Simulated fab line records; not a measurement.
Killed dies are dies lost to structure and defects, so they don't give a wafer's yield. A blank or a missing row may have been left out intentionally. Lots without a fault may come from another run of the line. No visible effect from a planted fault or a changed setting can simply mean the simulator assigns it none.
What tool caused it? -- flow nand harc -- 42 wafers from 14 lots sampled at 4 of the route's 1302 steps

WHAT EACH GAUGE READ, for each wafer
Not one reading of a measure or inspect step in the record can be checked against a usual standard deviation.

EACH LOT AND THE TOOL THAT RAN IT (in order: tool; ch and the chambers of the sampled wafers; start)
lot,NHARC_A_M1_DESCUM_14,NHARC_A_M1_PVD_21,NHARC_A_M1_ANNEAL_31,NHARC_A_M1_PRE_CLEAN_32
L565,"rie diel-02 ch 1,2,3, day 23 01:32","pvd sputter-01, day 23 03:20 or earlier","rtp anneal-02 ch 0, day 23 03:20","pecvd-03 ch 0,2, day 23 04:12"
L567,"rie diel-02 ch 0,3, day 23 12:41","pvd sputter-03, day 23 14:32 or earlier","rtp anneal-02 ch 0, day 23 14:32","pecvd-03 ch 0, day 23 15:32"
L566,"rie diel-03 ch 1,2, day 23 16:48","pvd sputter-02, day 23 18:38 or earlier","rtp anneal-01 ch 0, day 23 18:38","pecvd-02 ch 1,2, day 23 19:32"
L568,"rie diel-03 ch 1,2, day 24 04:11","pvd sputter-01, day 24 05:57 or earlier","rtp anneal-02 ch 0, day 24 05:57","pecvd-01 ch 0,1, day 24 07:09"
L570,"rie diel-03 ch 0,1,3, day 24 09:43","pvd sputter-03, day 24 11:31 or earlier","rtp anneal-02 ch 0, day 24 11:31","pecvd-03 ch 0,2, day 24 12:20"
L569,"rie diel-03 ch 0,2,3, day 24 11:00","pvd sputter-01, day 24 12:52 or earlier","rtp anneal-01 ch 0, day 24 12:52","pecvd-03 ch 1,2, day 24 13:43"
L571,"rie diel-03 ch 0,1,2, day 25 02:14","pvd sputter-03, day 25 04:00 or earlier","rtp anneal-01 ch 0, day 25 04:00","pecvd-03 ch 0,1, day 25 04:53"
L573,"rie diel-02 ch 0,1,2, day 26 02:59","pvd sputter-01, day 26 04:47 or earlier","rtp anneal-01 ch 0, day 26 04:47","pecvd-03 ch 0,2, day 26 05:37"
L572,"rie diel-03 ch 2,3, day 26 18:32","pvd sputter-01, day 26 20:16 or earlier","rtp anneal-01 ch 0, day 26 20:16","pecvd-01 ch 0,1,2, day 26 21:10"
L585,"rie diel-04 ch 0,2,3, day 30 23:40","pvd sputter-01, day 31 01:27 or earlier","rtp anneal-01, day 31 01:27","pecvd-02 ch 1,2, day 31 02:20"
L584,"rie diel-04 ch 0,1,3, day 31 01:22","pvd sputter-02, day 31 03:07 or earlier","rtp anneal-02, day 31 03:07","pecvd-02 ch 0,1, day 31 04:01"
L586,"rie diel-04 ch 0,1,3, day 31 16:47","pvd sputter-02, day 31 18:33 or earlier","rtp anneal-02 ch 0, day 31 18:33","pecvd-01 ch 0,1,2, day 31 19:28"
L587,"rie diel-03 ch 0,2, day 32 08:11","pvd sputter-02, day 32 09:59 or earlier","rtp anneal-01 ch 0, day 32 09:59","pecvd-01 ch 0,1,2, day 32 10:49"
L588,"rie diel-02 ch 1,2, day 33 07:43","pvd sputter-02, day 33 09:35 or earlier","rtp anneal-01 ch 0, day 33 09:35","pecvd-03 ch 0,2, day 33 10:22"
- NHARC_A_M1_DESCUM_14: chemistry O2, time 3 s.
- NHARC_A_M1_PVD_21: deposits Cu, target thk 30 nm, time 20.49 s.
- NHARC_A_M1_ANNEAL_31: time 90 s.
- NHARC_A_M1_PRE_CLEAN_32: time 12 s.

WHAT THE TOOLS THEMSELVES READ (means of the sampled wafers that have a number; where no wafer has one, the mark that the record gives instead)
NHARC_A_M1_DESCUM_14.
lot,tool,chamber pressure mTorr (mTorr),drypump motor current A (A),oes product au (a.u.),rf vpp V (V),showerhead plenum p Torr (Torr),throttle valve pct (%)
L565,rie diel-02,60.03,5.7,0.996,58.3,1.96,11.310
L567,rie diel-02,59.99,5.7,1.005,56.4,1.86,11.315
L566,rie diel-03,60.07,5.6,1.001,57.9,1.87,11.303
L568,rie diel-03,60.04,5.6,1.007,58.0,1.87,11.310
L570,rie diel-03,59.99,6.0,1.010,57.4,1.93,11.316
L569,rie diel-03,59.97,5.6,1.000,57.2,1.91,11.317
L571,rie diel-03,60.01,5.7,1.012,58.2,1.86,11.310
L573,rie diel-02,60.04,6.2,1.012,57.6,1.86,11.312
L572,rie diel-03,60.04,5.4,0.996,57.7,1.93,11.308
L585,rie diel-04,59.99,6.2,0.990,57.8,1.91,11.315
L584,rie diel-04,59.99,6.2,0.998,58.7,1.92,11.304
L586,rie diel-04,60.03,6.2,0.995,58.4,1.92,11.314
L587,rie diel-03,59.98,5.6,0.995,56.8,1.83,11.296
L588,rie diel-02,59.96,6.1,1.013,57.4,1.94,11.315

NHARC_A_M1_PVD_21.
lot,tool,throttle valve pct (%)
L565,pvd sputter-01,30.3
L567,pvd sputter-03,29.3
L566,pvd sputter-02,31.0
L568,pvd sputter-01,30.6
L570,pvd sputter-03,29.8
L569,pvd sputter-01,31.0
L571,pvd sputter-03,29.9
L573,pvd sputter-01,30.8
L572,pvd sputter-01,31.2
L585,pvd sputter-01,30.6
L584,pvd sputter-02,30.9
L586,pvd sputter-02,31.0
L587,pvd sputter-02,31.7
L588,pvd sputter-02,31.0

NHARC_A_M1_ANNEAL_31.
lot,tool,anneal temp c (C),anneal temp c max,wafer_temp_C_max
L565,rtp anneal-02,224.95,225.64,226.7
L567,rtp anneal-02,224.93,225.69,226.9
L566,rtp anneal-01,225.10,226.19,226.1
L568,rtp anneal-02,224.80,225.42,226.8
L570,rtp anneal-02,224.98,225.64,227.1
L569,rtp anneal-01,225.09,226.14,226.0
L571,rtp anneal-01,225.17,226.27,226.3
L573,rtp anneal-01,224.98,225.97,225.9
L572,rtp anneal-01,224.92,225.99,225.8
L585,rtp anneal-01,-,-,-
L584,rtp anneal-02,-,-,-
L586,rtp anneal-02,225.04,225.59,226.9
L587,rtp anneal-01,224.94,226.09,225.8
L588,rtp anneal-01,224.95,226.16,225.9

NHARC_A_M1_PRE_CLEAN_32.
lot,tool,heater power w (W)
L565,pecvd-03,597
L567,pecvd-03,571
L566,pecvd-02,627
L568,pecvd-01,627
L570,pecvd-03,707
L569,pecvd-03,639
L571,pecvd-03,614
L573,pecvd-03,680
L572,pecvd-01,638
L585,pecvd-02,614
L584,pecvd-02,655
L586,pecvd-01,622
L587,pecvd-01,627
L588,pecvd-03,624

THE ANSWER, worked out from the rows above alone
Rule: the usual values come from the lots themselves. Put in order of their means at a reading, lots are off if they are a third of the lots or fewer, leave a main group of 4 or more, and stand apart from it by a gap of 3 or more times the standard deviation of the main group's means; of several such gaps the widest counts. Not used: any main group whose means are identical at the precision the tables above print for the reading. A lot without any number at a reading at which 4 lots or more have one is off too. Where the step has rows for the other lots, those lots are counted as sound. After the gauges, taken in route order, come the tools' own readings; for these a lot's mean is taken, as printed above. At the first step where some lot is off, the reading lying furthest off is the one used; lots without a number count as furthest.
Off: L585, L584 (NHARC_A_M1_ANNEAL_31, anneal temp c). Without a number there: L585, L584. The main group has a mean of 224.99 C with a standard deviation of 0.095.
A tool fits if, at that step or a process step before it, it ran every lot that is off, and no sound lot after the first of them. With no start given for some of its lots, NHARC_A_M1_PVD_21 uses the hours and lot order of NHARC_A_M1_ANNEAL_31. Of those tried, none fits.

WHAT THE SIMULATOR HAD INSERTED
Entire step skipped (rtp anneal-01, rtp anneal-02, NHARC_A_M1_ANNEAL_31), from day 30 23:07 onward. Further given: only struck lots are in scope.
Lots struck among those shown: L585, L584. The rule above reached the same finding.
